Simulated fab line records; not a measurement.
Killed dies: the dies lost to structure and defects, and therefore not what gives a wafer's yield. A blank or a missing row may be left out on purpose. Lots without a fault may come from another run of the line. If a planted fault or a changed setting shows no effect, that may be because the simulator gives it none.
Which of the tools did it?    flow n5 finfet    Sampling: 24 lots, 72 wafers, 6 of 1938 route steps

WHAT THE GAUGES READ, wafer by wafer
N5_BEOL_M13_THK_MEAS_01.
lot   measured      on             M13_ILD_THK (nm)
L074  day 10 08:24  film metro-01  835 862 859
L075  day 10 19:16  film metro-01  833 840 857
L077  day 11 01:57  film metro-01  826 819 832
L078  day 11 08:56  film metro-01  837 846 852
L076  day 11 09:12  film metro-01  866 859 860
L080  day 11 17:01  film metro-01  854 842 869
L079  day 12 00:35  film metro-01  840 849 844
L082  day 12 17:09  film metro-01  834 844 849
L081  day 12 17:23  film metro-01  845 839 842
L083  day 12 22:59  film metro-01  830 847 844
L084  day 13 01:20  film metro-01  845 825 841
L086  day 13 07:28  film metro-01  833 844 847
L085  day 13 10:04  film metro-01  841 851 847
L087  day 13 21:37  film metro-01  841 845 836
L089  day 14 00:58  film metro-01  819 831 838
L088  day 14 12:25  film metro-01  825 831 843
L091  day 14 21:07  film metro-01  845 840 857
L090  day 14 22:55  film metro-01  829 846 855
L092  day 15 10:00  film metro-01  836 839 857
L094  day 15 16:19  film metro-01  842 828 851
L093  day 15 16:51  film metro-01  841 837 838
L095  day 16 08:34  film metro-01  844 854 846
L097  day 16 09:03  film metro-02  822 856 852
L096  day 16 13:24  film metro-01  825 841 854

N5_BEOL_M13_OVL_MEAS_29.
lot   measured      on          M13_OVL (nm)
L074  day 10 09:56  overlay-02  -1 -3 1
L075  day 10 20:32  overlay-02  4 2 1
L077  day 11 03:29  overlay-01  7 -2 5
L078  day 11 10:38  overlay-02  1 -3 1
L076  day 11 10:52  overlay-01  6 2 2
L080  day 11 18:28  overlay-01  1 1 -2
L079  day 12 01:52  overlay-02  0 0 2
L082  day 12 18:41  overlay-02  3 5 6
L081  day 12 18:46  overlay-01  8 5 5
L083  day 13 00:54  overlay-02  -1 -2 5
L084  day 13 02:37  overlay-02  -1 2 0
L086  day 13 08:52  overlay-01  10 7 1
L085  day 13 11:28  overlay-01  15 11 3
L087  day 13 22:55  overlay-02  2 2 2
L089  day 14 02:15  overlay-01  -1 2 1
L088  day 14 14:32  overlay-02  0 2 1
L091  day 14 22:23  overlay-02  2 1 3
L090  day 15 00:27  overlay-01  -4 -12 -4
L092  day 15 11:25  overlay-02  1 0 5
L094  day 15 17:56  overlay-02  1 6 5
L093  day 15 18:23  overlay-01  -1 -2 6
L095  day 16 10:08  overlay-01  0 -3 1
L097  day 16 10:27  overlay-01  1 4 4
L096  day 16 15:03  overlay-02  -4 -4 -1

N5_BEOL_M13_INSPECT_30: inspects for defects (macro).
lot   measured      on                 raw defect count
L074  day 10 09:57  defect inspect-01  3 2 4
L075  day 10 20:34  defect inspect-02  1 0 3
L077  day 11 03:30  defect inspect-02  0 2 4
L078  day 11 10:40  defect inspect-01  2 2 1
L076  day 11 10:54  defect inspect-02  1 2 0
L080  day 11 18:29  defect inspect-02  1 2 0
L079  day 12 01:53  defect inspect-02  2 4 5
L082  day 12 18:43  defect inspect-02  1 4 1
L081  day 12 18:47  defect inspect-01  1 1 2
L083  day 13 00:56  defect inspect-01  2 2 2
L084  day 13 02:38  defect inspect-02  3 2 0
L086  day 13 08:53  defect inspect-01  2 0 0
L085  day 13 11:29  defect inspect-01  1 0 0
L087  day 13 22:56  defect inspect-02  2 2 3
L089  day 14 02:16  defect inspect-01  0 0 4
L088  day 14 14:34  defect inspect-01  2 2 1
L091  day 14 22:25  defect inspect-02  2 2 2
L090  day 15 00:29  defect inspect-02  3 4 3
L092  day 15 11:26  defect inspect-01  3 1 0
L094  day 15 17:58  defect inspect-01  1 1 1
L093  day 15 18:24  defect inspect-02  3 1 2
L095  day 16 10:09  defect inspect-01  1 4 3
L097  day 16 10:28  defect inspect-01  0 1 3
L096  day 16 15:05  defect inspect-02  2 1 1

N5_BEOL_M14_OVL_MEAS_11.
lot   measured      on          V13_OVL (nm)
L074  day 10 14:24  overlay-01  -11 2 -11
L075  day 11 01:27  overlay-02  10 8 12
L077  day 11 06:30  overlay-01  5 2 5
L078  day 11 18:22  overlay-01  -5 6 3
L076  day 11 18:59  overlay-02  12 9 14
L080  day 12 00:05  overlay-01  -5 -3 -1
L079  day 12 07:17  overlay-01  -2 4 -4
L082  day 12 22:22  overlay-01  6 -4 -3
L081  day 12 23:21  overlay-02  -2 -5 -2
L083  day 13 06:44  overlay-01  2 5 -1
L084  day 13 07:05  overlay-02  9 10 7
L086  day 13 13:39  overlay-02  2 7 0
L085  day 13 17:04  overlay-01  9 4 2
L087  day 14 06:42  overlay-01  2 4 0
L089  day 14 05:37  overlay-01  8 13 6
L088  day 14 17:55  overlay-01  4 6 -2
L091  day 15 01:32  overlay-02  -3 2 -2
L090  day 15 04:15  overlay-02  -1 3 5
L092  day 15 16:07  overlay-01  4 1 1
L094  day 15 22:31  overlay-01  3 1 -2
L093  day 16 00:43  overlay-01  3 6 -9
L095  day 16 13:25  overlay-01  -1 10 0
L097  day 16 22:07  overlay-02  1 7 3
L096  day 16 18:56  overlay-02  2 -4 2

WHAT TOOL EACH LOT RAN ON (gives the tool, then ch and the chambers of the sampled wafers, and finally the start)
lot   N5_BEOL_M13_DESCUM_15               N5_BEOL_M13_CMP_49
L074  rie diel-03 ch 0,2, day 10 08:55    cmp-04 ch 0,1,2, day 10 13:25
L075  rie diel-03 ch 2,3, day 10 19:39    cmp-04 ch 0,1,2, day 11 00:29
L077  rie diel-02 ch 0,2,3, day 11 02:28  cmp-04 ch 1,3, day 11 05:29
L078  rie diel-06 ch 2,3, day 11 09:38    cmp-04 ch 1,3, day 11 17:20
L076  rie diel-02 ch 1,2, day 11 09:49    cmp-04 ch 0,2,3, day 11 18:03
L080  rie diel-06 ch 1,2,3, day 11 17:32  cmp-02 ch 0,1,3, day 11 23:02
L079  rie diel-03 ch 0,1, day 12 00:58    cmp-02 ch 0,1,2, day 12 05:48
L082  rie diel-03 ch 0,1, day 12 17:40    cmp-04 ch 0,1,2, day 12 21:26
L081  rie diel-02 ch 2,3, day 12 17:53    cmp-03 ch 0,1,2, day 12 22:05
L083  rie diel-03 ch 0,1,3, day 13 00:01  cmp-04 ch 0,1,2, day 13 05:43
L084  rie diel-03 ch 1,3, day 13 01:43    cmp-03 ch 0,1, day 13 06:04
L086  rie diel-02 ch 0,1,2, day 13 07:59  cmp-02 ch 1,2, day 13 12:40
L085  rie diel-03 ch 0,1, day 13 10:27    cmp-04 ch 0,1,3, day 13 16:07
L087  rie diel-06 ch 1,2, day 13 22:01    cmp-04 ch 2,3, day 14 05:43
L089  rie diel-02 ch 0,1,2, day 14 01:22  cmp-03 ch 1,2, day 14 04:35
L088  rie diel-02 ch 2,3, day 14 13:29    cmp-03 ch 1,2, day 14 16:46
L091  rie diel-02 ch 1,2, day 14 21:30    cmp-02 ch 0,1,2, day 15 00:28
L090  rie diel-03 ch 2,3, day 14 23:26    cmp-02 ch 0,2,3, day 15 03:21
L092  rie diel-02 ch 0,1,3, day 15 10:31  cmp-02 ch 1,3, day 15 15:07
L094  rie diel-03 ch 0,3, day 15 16:55    cmp-03 ch 0,1,2, day 15 21:35
L093  rie diel-02 ch 0,3, day 15 17:22    cmp-04 ch 1,2,3, day 15 23:40
L095  rie diel-02 ch 1,3, day 16 09:04    cmp-02 ch 0,1, day 16 12:16
L097  rie diel-03 ch 0,2,3, day 16 09:26  cmp-02 ch 0,1,2, day 16 21:02
L096  rie diel-03 ch 0,3, day 16 13:55    cmp-04 ch 1,2,3, day 16 17:54
- N5_BEOL_M13_DESCUM_15: chemistry O2, time 7.9 s.
- N5_BEOL_M13_CMP_49: polishes, stops on SiOC, t overpolish 17.1 s, target thk 420 nm.

WHAT THE TOOLS THEMSELVES READ (means of the sampled wafers that have a number; where no wafer has one, the mark that the record gives instead)
N5_BEOL_M13_DESCUM_15.
lot   tool         chamber pressure mTorr (mTorr)  drypump motor current A (A)  oes product au (a.u.)  rf vpp V (V)  showerhead plenum p Torr (Torr)  throttle valve pct (%)
L074  rie diel-03  19.995                          5.84                         0.77                   242.4         2.03                             20.47
L075  rie diel-03  20.001                          5.97                         0.76                   245.0         2.11                             20.32
L077  rie diel-02  19.997                          5.86                         0.83                   242.2         2.06                             20.22
L078  rie diel-06  20.016                          5.95                         0.69                   242.6         2.08                             20.71
L076  rie diel-02  20.013                          5.97                         0.78                   244.2         2.15                             20.12
L080  rie diel-06  20.005                          6.10                         0.74                   243.9         2.09                             20.54
L079  rie diel-03  19.996                          5.67                         0.72                   241.7         2.02                             20.64
L082  rie diel-03  20.003                          5.55                         0.70                   242.3         2.03                             20.69
L081  rie diel-02  20.002                          6.06                         0.81                   242.8         2.06                             20.24
L083  rie diel-03  20.005                          5.70                         0.80                   242.8         2.07                             20.44
L084  rie diel-03  19.989                          5.60                         0.77                   243.9         2.08                             20.49
L086  rie diel-02  20.010                          5.82                         0.79                   243.7         2.10                             20.20
L085  rie diel-03  19.992                          5.63                         0.71                   242.1         2.01                             20.65
L087  rie diel-06  19.999                          6.33                         0.77                   243.8         2.10                             20.34
L089  rie diel-02  19.991                          5.81                         0.78                   243.1         2.09                             20.21
L088  rie diel-02  19.994                          6.08                         0.79                   242.6         2.06                             20.27
L091  rie diel-02  20.007                          5.96                         0.75                   244.6         2.14                             20.17
L090  rie diel-03  20.015                          5.90                         0.85                   243.7         2.13                             20.11
L092  rie diel-02  19.998                          5.87                         0.81                   243.2         2.08                             20.19
L094  rie diel-03  20.006                          5.78                         0.83                   243.5         2.10                             20.23
L093  rie diel-02  20.004                          5.93                         0.83                   242.3         2.03                             20.23
L095  rie diel-02  19.981                          6.03                         0.79                   244.2         2.12                             20.15
L097  rie diel-03  20.000                          5.86                         0.78                   244.0         2.07                             20.34
L096  rie diel-03  20.003                          5.79                         0.83                   243.5         2.10                             20.24

N5_BEOL_M13_CMP_49.
lot   tool    barrier field endpoint s (s)  motor current A (A)  overpolish run s (s)
L074  cmp-04  31.1                          6.3                  17.104
L075  cmp-04  31.0                          6.3                  17.097
L077  cmp-04  31.9                          6.1                  17.102
L078  cmp-04  32.1                          6.2                  17.097
L076  cmp-04  30.6                          6.0                  17.092
L080  cmp-02  30.6                          6.4                  17.105
L079  cmp-02  30.4                          6.3                  17.100
L082  cmp-04  29.9                          6.3                  17.109
L081  cmp-03  30.3                          6.2                  17.101
L083  cmp-04  30.4                          6.4                  17.095
L084  cmp-03  30.2                          6.9                  17.098
L086  cmp-02  31.0                          6.4                  17.092
L085  cmp-04  31.6                          5.9                  17.099
L087  cmp-04  29.1                          6.3                  17.095
L089  cmp-03  30.6                          6.4                  17.093
L088  cmp-03  30.3                          6.0                  17.101
L091  cmp-02  31.9                          6.5                  17.102
L090  cmp-02  30.2                          6.1                  17.097
L092  cmp-02  30.7                          6.3                  17.105
L094  cmp-03  31.5                          6.2                  17.096
L093  cmp-04  30.3                          6.2                  17.097
L095  cmp-02  30.7                          6.6                  17.102
L097  cmp-02  30.8                          6.4                  17.093
L096  cmp-04  30.1                          6.2                  17.098

THE ANSWER, worked out from the rows above alone
Rule: usual is defined by the lots themselves. The widest of any qualifying gaps counts: lots, ordered by their means at a reading, are off when they make up no more than a third of the lots, leave a main group of 4 or more, and stand apart from it by 3 or more times the standard deviation of that group's means. A main group is skipped when, at the precision printed for the reading in the tables above, its means are all equal. A lot without any number at a reading at which 4 lots or more have one is off too. Any other lot the step has rows for is counted as sound. Order of review: gauges by route order, followed by the tools' own readings, for which a lot's mean as printed above is used. At the first step where some lot is off, the reading lying furthest off is the one used; lots without a number count as furthest.
Across all readings shown, no lot is off: no conclusion can be drawn from this.

WHAT THE SIMULATOR HAD PUT IN
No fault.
